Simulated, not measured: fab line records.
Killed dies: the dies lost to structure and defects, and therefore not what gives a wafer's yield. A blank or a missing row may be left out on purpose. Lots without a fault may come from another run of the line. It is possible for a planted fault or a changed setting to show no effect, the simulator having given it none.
Which tool was responsible? || flow n5 finfet || 22 lots (66 wafers sampled), 1 step of a 1938-step route

== WHAT THE GAUGES READ, wafer by wafer ==
N5_BEOL_M4_OVL_MEAS_12. Usual: M4_OVL gives 0.3 nm (standard deviation 0.69).
{"lot": "L075", "measured": "day 7 18:49", "on": "overlay-02", "M4_OVL (nm)": "0.7 -0.1 -0.4", "flag": ""}
{"lot": "L077", "measured": "day 7 22:53", "on": "overlay-02", "M4_OVL (nm)": "0.4 0.6 0.4", "flag": ""}
{"lot": "L078", "measured": "day 8 11:38", "on": "overlay-02", "M4_OVL (nm)": "-0.6 -0.3 0.2", "flag": ""}
{"lot": "L079", "measured": "day 8 17:26", "on": "overlay-01", "M4_OVL (nm)": "0.8 0.4 0.0", "flag": ""}
{"lot": "L080", "measured": "day 9 01:27", "on": "overlay-02", "M4_OVL (nm)": "0.2 -1.0 0.0", "flag": ""}
{"lot": "L081", "measured": "day 9 07:26", "on": "overlay-02", "M4_OVL (nm)": "-0.7 0.7 -0.3", "flag": ""}
{"lot": "L082", "measured": "day 10 02:37", "on": "overlay-01", "M4_OVL (nm)": "0.5 2.0 1.6", "flag": ""}
{"lot": "L083", "measured": "day 10 06:44", "on": "overlay-01", "M4_OVL (nm)": "0.6 0.9 0.1", "flag": ""}
{"lot": "L084", "measured": "day 10 07:37", "on": "overlay-02", "M4_OVL (nm)": "0.7 0.3 0.5", "flag": ""}
{"lot": "L085", "measured": "day 10 18:17", "on": "overlay-02", "M4_OVL (nm)": "0.8 0.4 1.0", "flag": ""}
{"lot": "L086", "measured": "day 10 23:14", "on": "overlay-01", "M4_OVL (nm)": "0.3 -0.1 0.1", "flag": ""}
{"lot": "L087", "measured": "day 11 01:55", "on": "overlay-02", "M4_OVL (nm)": "0.7 -0.1 -0.2", "flag": ""}
{"lot": "L088", "measured": "day 11 02:54", "on": "overlay-01", "M4_OVL (nm)": "-0.2 0.6 0.0", "flag": ""}
{"lot": "L089", "measured": "day 11 10:28", "on": "overlay-02", "M4_OVL (nm)": "0.4 0.2 0.4", "flag": ""}
{"lot": "L090", "measured": "day 11 15:05", "on": "overlay-01", "M4_OVL (nm)": "-1.2 0.3 -1.8", "flag": ""}
{"lot": "L092", "measured": "day 12 10:10", "on": "overlay-01", "M4_OVL (nm)": "-0.2 1.0 -0.3", "flag": ""}
{"lot": "L093", "measured": "day 12 11:35", "on": "overlay-02", "M4_OVL (nm)": "1.0 1.4 1.4", "flag": ""}
{"lot": "L094", "measured": "day 12 17:23", "on": "overlay-01", "M4_OVL (nm)": "0.3 1.2 0.8", "flag": ""}
{"lot": "L095", "measured": "day 12 23:28", "on": "overlay-01", "M4_OVL (nm)": "-0.6 0.2 -0.6", "flag": ""}
{"lot": "L096", "measured": "day 13 03:04", "on": "overlay-02", "M4_OVL (nm)": "0.7 0.5 0.6", "flag": ""}
{"lot": "L097", "measured": "day 13 16:05", "on": "overlay-01", "M4_OVL (nm)": "0.5 -0.2 0.5", "flag": ""}
{"lot": "L091", "measured": "day 13 21:32", "on": "overlay-01", "M4_OVL (nm)": "0.2 0.1 0.8", "flag": ""}

== WHICH TOOL RAN EACH LOT (tool, then ch and the chambers of the sampled wafers, then the start) ==
The record shows no process step preceding these readings.

== WHAT THE TOOLS THEMSELVES READ (means of the sampled wafers that have a number; where no wafer has one, the mark that the record gives instead) ==
The record holds no such reading with a usual standard deviation.

== THE ANSWER, worked out from the rows above alone ==
Rule: take the mean of a lot's wafers that have a number; if it is more than 3 standard deviations from the usual mean, the lot is off. A lot without any number at a reading at which 4 lots or more have one is off too. All remaining lots with rows at the step are treated as sound. Order of review: gauges by route order, followed by the tools' own readings, for which a lot's mean as printed above is used. The first step at which some lot is off is used, and at that step the reading that is off furthest; a lot without a number counts as furthest.
Nothing can be told from this: no lot is off at any reading shown.

== WHAT THE SIMULATOR PUT IN ==
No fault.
